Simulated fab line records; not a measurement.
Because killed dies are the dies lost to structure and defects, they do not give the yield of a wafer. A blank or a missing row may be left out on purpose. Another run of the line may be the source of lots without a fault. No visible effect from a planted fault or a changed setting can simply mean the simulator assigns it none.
Which tool is to blame? :: flow nand_harc :: 22 lots with 66 wafers sampled at 4 steps, on a route of 1302 steps

WHAT EACH GAUGE READ, for each wafer
NHARC_A_SGD_CUT_CD_MEAS_09: the cd target is 100 nm. Usual: cd_nm at 99.9 nm, with a standard deviation of 0.52.
lot: L074
measured: day 19 17:24
on: cd_sem-03
cd_nm (nm): 99.5 99.6 100.0
flag: 

lot: L077
measured: day 20 03:14
on: cd_sem-01
cd_nm (nm): 99.9 99.4 99.3
flag: 

lot: L075
measured: day 20 03:28
on: cd_sem-02
cd_nm (nm): 99.7 100.7 100.2
flag: 

lot: L078
measured: day 20 07:19
on: cd_sem-03
cd_nm (nm): 99.2 99.4 99.4
flag: 

lot: L076
measured: day 20 07:35
on: cd_sem-03
cd_nm (nm): 99.5 100.4 100.1
flag: 

lot: L079
measured: day 21 12:21
on: cd_sem-02
cd_nm (nm): 99.7 100.1 99.4
flag: 

lot: L080
measured: day 21 17:35
on: cd_sem-03
cd_nm (nm): 99.7 100.3 100.2
flag: 

lot: L081
measured: day 22 03:25
on: cd_sem-03
cd_nm (nm): 99.6 99.2 100.3
flag: 

lot: L082
measured: day 23 06:59
on: cd_sem-03
cd_nm (nm): 99.9 100.3 100.4
flag: 

lot: L085
measured: day 23 16:10
on: cd_sem-03
cd_nm (nm): 100.3 99.9 100.5
flag: 

lot: L084
measured: day 23 16:01
on: cd_sem-03
cd_nm (nm): 99.6 100.5 100.0
flag: 

lot: L086
measured: day 23 16:19
on: cd_sem-03
cd_nm (nm): 100.4 99.4 100.8
flag: 

lot: L089
measured: day 25 02:25
on: cd_sem-03
cd_nm (nm): 99.3 98.8 99.9
flag: 

lot: L088
measured: day 25 02:58
on: cd_sem-01
cd_nm (nm): 99.9 100.7 99.7
flag: 

lot: L087
measured: day 25 05:17
on: cd_sem-02
cd_nm (nm): 99.6 99.1 99.3
flag: 

lot: L091
measured: day 25 23:37
on: cd_sem-01
cd_nm (nm): 99.1 99.6 99.6
flag: 

lot: L090
measured: day 26 20:20
on: cd_sem-03
cd_nm (nm): 100.3 100.0 101.0
flag: 

lot: L093
measured: day 26 23:17
on: cd_sem-02
cd_nm (nm): 100.3 99.9 99.6
flag: 

lot: L094
measured: day 27 16:19
on: cd_sem-02
cd_nm (nm): 99.9 100.1 99.1
flag: 

lot: L095
measured: day 27 23:32
on: cd_sem-01
cd_nm (nm): 100.1 100.4 100.1
flag: 

lot: L096
measured: day 28 13:28
on: cd_sem-03
cd_nm (nm): 101.0 100.3 100.7
flag: 

lot: L097
measured: day 28 16:40
on: cd_sem-02
cd_nm (nm): 99.5 99.6 99.8
flag: 

NHARC_A_SLIT_CD_MEAS_09: the cd target is 300 nm. Usual: cd_nm at 300.0 nm, with a standard deviation of 0.54.
lot: L074
measured: day 20 05:35
on: cd_sem-01
cd_nm (nm): 300.3 299.9 300.6
flag: 

lot: L077
measured: day 20 18:47
on: cd_sem-02
cd_nm (nm): 301.3 300.3 300.5
flag: 

lot: L075
measured: day 20 19:19
on: cd_sem-01
cd_nm (nm): 299.8 299.3 300.0
flag: 

lot: L078
measured: day 20 22:31
on: cd_sem-03
cd_nm (nm): 299.0 300.3 300.9
flag: 

lot: L076
measured: day 20 18:56
on: cd_sem-01
cd_nm (nm): 299.4 299.6 300.1
flag: 

lot: L079
measured: day 22 03:30
on: cd_sem-01
cd_nm (nm): 300.3 300.3 300.9
flag: 

lot: L080
measured: day 22 03:44
on: cd_sem-03
cd_nm (nm): 300.7 300.2 300.4
flag: 

lot: L081
measured: day 22 17:22
on: cd_sem-01
cd_nm (nm): 299.7 299.2 299.5
flag: 

lot: L082
measured: day 23 18:40
on: cd_sem-03
cd_nm (nm): 300.1 300.1 300.5
flag: 

lot: L085
measured: day 24 04:33
on: cd_sem-03
cd_nm (nm): 300.2 300.1 299.7
flag: 

lot: L084
measured: day 24 08:19
on: cd_sem-01
cd_nm (nm): 299.8 299.9 299.5
flag: 

lot: L086
measured: day 24 05:12
on: cd_sem-01
cd_nm (nm): 299.4 299.8 299.7
flag: 

lot: L089
measured: day 25 16:16
on: cd_sem-01
cd_nm (nm): 299.4 299.7 299.0
flag: 

lot: L088
measured: day 25 16:34
on: cd_sem-01
cd_nm (nm): 300.5 300.0 299.6
flag: 

lot: L087
measured: day 25 16:25
on: cd_sem-03
cd_nm (nm): 299.3 300.0 299.7
flag: 

lot: L091
measured: day 26 14:34
on: cd_sem-02
cd_nm (nm): 299.9 299.2 299.4
flag: 

lot: L090
measured: day 27 12:13
on: cd_sem-03
cd_nm (nm): 300.0 299.8 299.0
flag: 

lot: L093
measured: day 27 11:58
on: cd_sem-03
cd_nm (nm): 300.5 300.9 300.4
flag: 

lot: L094
measured: day 28 03:54
on: cd_sem-01
cd_nm (nm): 300.6 301.1 300.2
flag: 

lot: L095
measured: day 28 11:08
on: cd_sem-02
cd_nm (nm): 300.8 300.3 300.9
flag: 

lot: L096
measured: day 29 08:55
on: cd_sem-01
cd_nm (nm): 300.5 299.9 300.5
flag: 

lot: L097
measured: day 29 09:14
on: cd_sem-01
cd_nm (nm): 300.2 300.0 299.2
flag: 

WHICH TOOL RAN EACH LOT (tool, then ch and the chambers of the sampled wafers, then the start)
lot: L074
NHARC_A_STAIRCASE_STRIP_446: plasma_asher-02 ch 0,1, day 19 13:58
NHARC_A_STAIRCASE_STRIP_475: rie_diel-02 ch 1,3, day 19 17:24 or earlier

lot: L077
NHARC_A_STAIRCASE_STRIP_446: plasma_asher-02 ch 0,1, day 19 23:44
NHARC_A_STAIRCASE_STRIP_475: rie_diel-13 ch 0,1,2, day 20 03:14 or earlier

lot: L075
NHARC_A_STAIRCASE_STRIP_446: plasma_asher-02 ch 0,1, day 19 23:56
NHARC_A_STAIRCASE_STRIP_475: rie_diel-13 ch 0,1,2, day 20 03:28 or earlier

lot: L078
NHARC_A_STAIRCASE_STRIP_446: plasma_asher-02 ch 1, day 20 03:56
NHARC_A_STAIRCASE_STRIP_475: rie_diel-13 ch 0,1,3, day 20 07:19 or earlier

lot: L076
NHARC_A_STAIRCASE_STRIP_446: plasma_asher-02 ch 0,1, day 20 04:16
NHARC_A_STAIRCASE_STRIP_475: rie_diel-13 ch 0,2,3, day 20 07:35 or earlier

lot: L079
NHARC_A_STAIRCASE_STRIP_446: plasma_asher-02 ch 0,1, day 21 08:58
NHARC_A_STAIRCASE_STRIP_475: rie_diel-09 ch 0,1,2, day 21 12:21 or earlier

lot: L080
NHARC_A_STAIRCASE_STRIP_446: plasma_asher-02 ch 0,1, day 21 14:15
NHARC_A_STAIRCASE_STRIP_475: rie_diel-09 ch 0,1,2, day 21 17:35 or earlier

lot: L081
NHARC_A_STAIRCASE_STRIP_446: plasma_asher-01 ch 0,1, day 22 00:10
NHARC_A_STAIRCASE_STRIP_475: rie_diel-02 ch 1,2, day 22 03:25 or earlier

lot: L082
NHARC_A_STAIRCASE_STRIP_446: plasma_asher-01 ch 0,1, day 23 03:41
NHARC_A_STAIRCASE_STRIP_475: rie_diel-09 ch 0,2,3, day 23 06:59 or earlier

lot: L085
NHARC_A_STAIRCASE_STRIP_446: plasma_asher-02 ch 0,1, day 23 12:34
NHARC_A_STAIRCASE_STRIP_475: rie_diel-13 ch 1,2,3, day 23 16:10 or earlier

lot: L084
NHARC_A_STAIRCASE_STRIP_446: plasma_asher-01 ch 0,1, day 23 12:34
NHARC_A_STAIRCASE_STRIP_475: rie_diel-09 ch 0,1,3, day 23 16:01 or earlier

lot: L086
NHARC_A_STAIRCASE_STRIP_446: plasma_asher-01 ch 0,1, day 23 12:52
NHARC_A_STAIRCASE_STRIP_475: rie_diel-13 ch 0,1, day 23 16:19 or earlier

lot: L089
NHARC_A_STAIRCASE_STRIP_446: plasma_asher-01 ch 1, day 24 23:05
NHARC_A_STAIRCASE_STRIP_475: rie_diel-09 ch 0,3, day 25 02:25 or earlier

lot: L088
NHARC_A_STAIRCASE_STRIP_446: plasma_asher-02 ch 0,1, day 24 23:10
NHARC_A_STAIRCASE_STRIP_475: rie_diel-13 ch 1,2, day 25 02:58 or earlier

lot: L087
NHARC_A_STAIRCASE_STRIP_446: plasma_asher-01 ch 0,1, day 25 01:59
NHARC_A_STAIRCASE_STRIP_475: rie_diel-13 ch 2,3, day 25 05:17 or earlier

lot: L091
NHARC_A_STAIRCASE_STRIP_446: plasma_asher-02 ch 1, day 25 20:16
NHARC_A_STAIRCASE_STRIP_475: rie_diel-09 ch 0,1,3, day 25 23:37 or earlier

lot: L090
NHARC_A_STAIRCASE_STRIP_446: plasma_asher-02 ch 0,1, day 26 17:04
NHARC_A_STAIRCASE_STRIP_475: rie_diel-13 ch 0,1,3, day 26 20:20 or earlier

lot: L093
NHARC_A_STAIRCASE_STRIP_446: plasma_asher-02 ch 0,1, day 26 19:58
NHARC_A_STAIRCASE_STRIP_475: rie_diel-09 ch 0,2,3, day 26 23:17 or earlier

lot: L094
NHARC_A_STAIRCASE_STRIP_446: plasma_asher-01 ch 0,1, day 27 12:56
NHARC_A_STAIRCASE_STRIP_475: rie_diel-13 ch 1,2,3, day 27 16:19 or earlier

lot: L095
NHARC_A_STAIRCASE_STRIP_446: plasma_asher-02 ch 0,1, day 27 20:11
NHARC_A_STAIRCASE_STRIP_475: rie_diel-02 ch 1,2, day 27 23:32 or earlier

lot: L096
NHARC_A_STAIRCASE_STRIP_446: plasma_asher-01 ch 0,1, day 28 10:08
NHARC_A_STAIRCASE_STRIP_475: rie_diel-13 ch 1,3, day 28 13:28 or earlier

lot: L097
NHARC_A_STAIRCASE_STRIP_446: plasma_asher-01 ch 0,1, day 28 13:17
NHARC_A_STAIRCASE_STRIP_475: rie_diel-13 ch 1,2, day 28 16:40 or earlier
- NHARC_A_STAIRCASE_STRIP_446: strips in O2.
- NHARC_A_STAIRCASE_STRIP_475: strips in O2, time 20 s.

WHAT THE TOOLS THEMSELVES READ (means of the sampled wafers that have a number; where no wafer has one, the mark that the record gives instead)
NHARC_A_STAIRCASE_STRIP_446. Usual: drypump_motor_current_A 5.7 A, standard deviation 0.53; heater_power_w 361 W, standard deviation 39.
lot: L074
tool: plasma_asher-02
drypump_motor_current_A (A): 5.6
heater_power_w (W): 394
flag: 

lot: L077
tool: plasma_asher-02
drypump_motor_current_A (A): 5.9
heater_power_w (W): 379
flag: 

lot: L075
tool: plasma_asher-02
drypump_motor_current_A (A): 5.6
heater_power_w (W): 397
flag: 

lot: L078
tool: plasma_asher-02
drypump_motor_current_A (A): 5.3
heater_power_w (W): 402
flag: 

lot: L076
tool: plasma_asher-02
drypump_motor_current_A (A): 5.9
heater_power_w (W): 381
flag: 

lot: L079
tool: plasma_asher-02
drypump_motor_current_A (A): 5.9
heater_power_w (W): 373
flag: 

lot: L080
tool: plasma_asher-02
drypump_motor_current_A (A): 5.9
heater_power_w (W): 382
flag: 

lot: L081
tool: plasma_asher-01
drypump_motor_current_A (A): 5.5
heater_power_w (W): 309
flag: 

lot: L082
tool: plasma_asher-01
drypump_motor_current_A (A): 5.5
heater_power_w (W): 315
flag: 

lot: L085
tool: plasma_asher-02
drypump_motor_current_A (A): 5.9
heater_power_w (W): 380
flag: 

lot: L084
tool: plasma_asher-01
drypump_motor_current_A (A): 5.9
heater_power_w (W): 319
flag: 

lot: L086
tool: plasma_asher-01
drypump_motor_current_A (A): 5.9
heater_power_w (W): 315
flag: 

lot: L089
tool: plasma_asher-01
drypump_motor_current_A (A): 5.1
heater_power_w (W): 313
flag: 

lot: L088
tool: plasma_asher-02
drypump_motor_current_A (A): 5.9
heater_power_w (W): 381
flag: 

lot: L087
tool: plasma_asher-01
drypump_motor_current_A (A): 5.4
heater_power_w (W): 318
flag: 

lot: L091
tool: plasma_asher-02
drypump_motor_current_A (A): 5.3
heater_power_w (W): 404
flag: 

lot: L090
tool: plasma_asher-02
drypump_motor_current_A (A): 5.6
heater_power_w (W): 402
flag: 

lot: L093
tool: plasma_asher-02
drypump_motor_current_A (A): 5.6
heater_power_w (W): 393
flag: 

lot: L094
tool: plasma_asher-01
drypump_motor_current_A (A): 5.9
heater_power_w (W): 318
flag: 

lot: L095
tool: plasma_asher-02
drypump_motor_current_A (A): 5.6
heater_power_w (W): 394
flag: 

lot: L096
tool: plasma_asher-01
drypump_motor_current_A (A): 5.9
heater_power_w (W): 317
flag: 

lot: L097
tool: plasma_asher-01
drypump_motor_current_A (A): 5.9
heater_power_w (W): 311
flag: 

NHARC_A_STAIRCASE_STRIP_475. Usual: value, then standard deviation, for each; chamber_pressure_mTorr 60.00 mTorr / 0.053; drypump_motor_current_A 5.8 A / 0.36; mfc_ar_sccm 0.013 sccm / 0.013; oes_product_au 1.002 a.u. / 0.01; rf_vpp_V 57.9 V / 0.87; showerhead_plenum_p_Torr 3.55 Torr / 0.12; throttle_valve_pct 17.037 % / 0.009.
lot: L074
tool: rie_diel-02
chamber_pressure_mTorr (mTorr): 60.02
drypump_motor_current_A (A): 5.4
mfc_ar_sccm (sccm): 0.022
oes_product_au (a.u.): 0.980
rf_vpp_V (V): 57.9
showerhead_plenum_p_Torr (Torr): 3.62
throttle_valve_pct (%): 17.033
flag: 

lot: L077
tool: rie_diel-13
chamber_pressure_mTorr (mTorr): 60.04
drypump_motor_current_A (A): 5.9
mfc_ar_sccm (sccm): 0.025
oes_product_au (a.u.): 1.002
rf_vpp_V (V): 58.2
showerhead_plenum_p_Torr (Torr): 3.55
throttle_valve_pct (%): 17.033
flag: 

lot: L075
tool: rie_diel-13
chamber_pressure_mTorr (mTorr): 59.98
drypump_motor_current_A (A): 5.9
mfc_ar_sccm (sccm): 0.025
oes_product_au (a.u.): 0.999
rf_vpp_V (V): 58.6
showerhead_plenum_p_Torr (Torr): 3.55
throttle_valve_pct (%): 17.044
flag: 

lot: L078
tool: rie_diel-13
chamber_pressure_mTorr (mTorr): 60.01
drypump_motor_current_A (A): 5.9
mfc_ar_sccm (sccm): 0.018
oes_product_au (a.u.): 0.993
rf_vpp_V (V): 58.0
showerhead_plenum_p_Torr (Torr): 3.59
throttle_valve_pct (%): 17.040
flag: 

lot: L076
tool: rie_diel-13
chamber_pressure_mTorr (mTorr): 59.99
drypump_motor_current_A (A): 5.9
mfc_ar_sccm (sccm): 0.015
oes_product_au (a.u.): 1.006
rf_vpp_V (V): 57.6
showerhead_plenum_p_Torr (Torr): 3.52
throttle_valve_pct (%): 17.043
flag: 

lot: L079
tool: rie_diel-09
chamber_pressure_mTorr (mTorr): 59.98
drypump_motor_current_A (A): 6.0
mfc_ar_sccm (sccm): 0.006
oes_product_au (a.u.): 1.007
rf_vpp_V (V): 58.5
showerhead_plenum_p_Torr (Torr): 3.65
throttle_valve_pct (%): 17.040
flag: 

lot: L080
tool: rie_diel-09
chamber_pressure_mTorr (mTorr): 60.02
drypump_motor_current_A (A): 6.0
mfc_ar_sccm (sccm): 0.006
oes_product_au (a.u.): 1.001
rf_vpp_V (V): 58.9
showerhead_plenum_p_Torr (Torr): 3.65
throttle_valve_pct (%): 17.046
flag: 

lot: L081
tool: rie_diel-02
chamber_pressure_mTorr (mTorr): 60.02
drypump_motor_current_A (A): 5.3
mfc_ar_sccm (sccm): 0.009
oes_product_au (a.u.): 0.990
rf_vpp_V (V): 57.9
showerhead_plenum_p_Torr (Torr): 3.70
throttle_valve_pct (%): 17.036
flag: 

lot: L082
tool: rie_diel-09
chamber_pressure_mTorr (mTorr): 60.00
drypump_motor_current_A (A): 5.8
mfc_ar_sccm (sccm): 0.006
oes_product_au (a.u.): 0.999
rf_vpp_V (V): 58.0
showerhead_plenum_p_Torr (Torr): 3.58
throttle_valve_pct (%): 17.041
flag: 

lot: L085
tool: rie_diel-13
chamber_pressure_mTorr (mTorr): 60.03
drypump_motor_current_A (A): 5.9
mfc_ar_sccm (sccm): 0.017
oes_product_au (a.u.): 1.010
rf_vpp_V (V): 56.3
showerhead_plenum_p_Torr (Torr): 3.50
throttle_valve_pct (%): 17.042
flag: 

lot: L084
tool: rie_diel-09
chamber_pressure_mTorr (mTorr): 59.94
drypump_motor_current_A (A): 5.6
mfc_ar_sccm (sccm): 0.006
oes_product_au (a.u.): 0.996
rf_vpp_V (V): 58.6
showerhead_plenum_p_Torr (Torr): 3.55
throttle_valve_pct (%): 17.043
flag: 

lot: L086
tool: rie_diel-13
chamber_pressure_mTorr (mTorr): 60.06
drypump_motor_current_A (A): 5.9
mfc_ar_sccm (sccm): 0.028
oes_product_au (a.u.): 1.008
rf_vpp_V (V): 58.1
showerhead_plenum_p_Torr (Torr): 3.60
throttle_valve_pct (%): 17.040
flag: 

lot: L089
tool: rie_diel-09
chamber_pressure_mTorr (mTorr): 59.95
drypump_motor_current_A (A): 5.4
mfc_ar_sccm (sccm): 0.006
oes_product_au (a.u.): 1.002
rf_vpp_V (V): 57.3
showerhead_plenum_p_Torr (Torr): 3.48
throttle_valve_pct (%): 17.025
flag: 

lot: L088
tool: rie_diel-13
chamber_pressure_mTorr (mTorr): 60.01
drypump_motor_current_A (A): 5.8
mfc_ar_sccm (sccm): 0.023
oes_product_au (a.u.): 1.008
rf_vpp_V (V): 57.5
showerhead_plenum_p_Torr (Torr): 3.45
throttle_valve_pct (%): 17.034
flag: 

lot: L087
tool: rie_diel-13
chamber_pressure_mTorr (mTorr): 60.02
drypump_motor_current_A (A): 5.8
mfc_ar_sccm (sccm): 0.013
oes_product_au (a.u.): 1.009
rf_vpp_V (V): 57.3
showerhead_plenum_p_Torr (Torr): 3.43
throttle_valve_pct (%): 17.033
flag: 

lot: L091
tool: rie_diel-09
chamber_pressure_mTorr (mTorr): 59.98
drypump_motor_current_A (A): 5.6
mfc_ar_sccm (sccm): 0.006
oes_product_au (a.u.): 1.002
rf_vpp_V (V): 58.4
showerhead_plenum_p_Torr (Torr): 3.54
throttle_valve_pct (%): 17.029
flag: 

lot: L090
tool: rie_diel-13
chamber_pressure_mTorr (mTorr): 59.96
drypump_motor_current_A (A): 5.9
mfc_ar_sccm (sccm): 0.018
oes_product_au (a.u.): 0.997
rf_vpp_V (V): 58.2
showerhead_plenum_p_Torr (Torr): 3.56
throttle_valve_pct (%): 17.039
flag: 

lot: L093
tool: rie_diel-09
chamber_pressure_mTorr (mTorr): 59.97
drypump_motor_current_A (A): 5.9
mfc_ar_sccm (sccm): 0.006
oes_product_au (a.u.): 1.002
rf_vpp_V (V): 57.9
showerhead_plenum_p_Torr (Torr): 3.57
throttle_valve_pct (%): 17.033
flag: 

lot: L094
tool: rie_diel-13
chamber_pressure_mTorr (mTorr): 59.96
drypump_motor_current_A (A): 5.9
mfc_ar_sccm (sccm): 0.017
oes_product_au (a.u.): 1.012
rf_vpp_V (V): 56.7
showerhead_plenum_p_Torr (Torr): 3.49
throttle_valve_pct (%): 17.036
flag: 

lot: L095
tool: rie_diel-02
chamber_pressure_mTorr (mTorr): 59.99
drypump_motor_current_A (A): 5.5
mfc_ar_sccm (sccm): 0.005
oes_product_au (a.u.): 1.012
rf_vpp_V (V): 58.6
showerhead_plenum_p_Torr (Torr): 3.71
throttle_valve_pct (%): 17.034
flag: 

lot: L096
tool: rie_diel-13
chamber_pressure_mTorr (mTorr): 59.99
drypump_motor_current_A (A): 5.9
mfc_ar_sccm (sccm): 0.010
oes_product_au (a.u.): 1.012
rf_vpp_V (V): 58.0
showerhead_plenum_p_Torr (Torr): 3.53
throttle_valve_pct (%): 17.036
flag: 

lot: L097
tool: rie_diel-13
chamber_pressure_mTorr (mTorr): 59.90
drypump_motor_current_A (A): 5.9
mfc_ar_sccm (sccm): 0.027
oes_product_au (a.u.): 1.006
rf_vpp_V (V): 58.6
showerhead_plenum_p_Torr (Torr): 3.51
throttle_valve_pct (%): 17.053
flag: 

THE ANSWER, worked out from the rows above alone
Rule: a lot counts as off when the mean over its wafers that have a number is more than 3 standard deviations away from the usual mean. A lot without any number at a reading at which 4 lots or more have one is off too. Any other lot the step has rows for is counted as sound. After the gauges, taken in route order, come the tools' own readings; for these a lot's mean is taken, as printed above. The first step at which some lot is off is used, and at that step the reading that is off furthest; a lot without a number counts as furthest.
Across all readings shown, no lot is off: no conclusion can be drawn from this.

WHAT THE SIMULATOR HAD INSERTED
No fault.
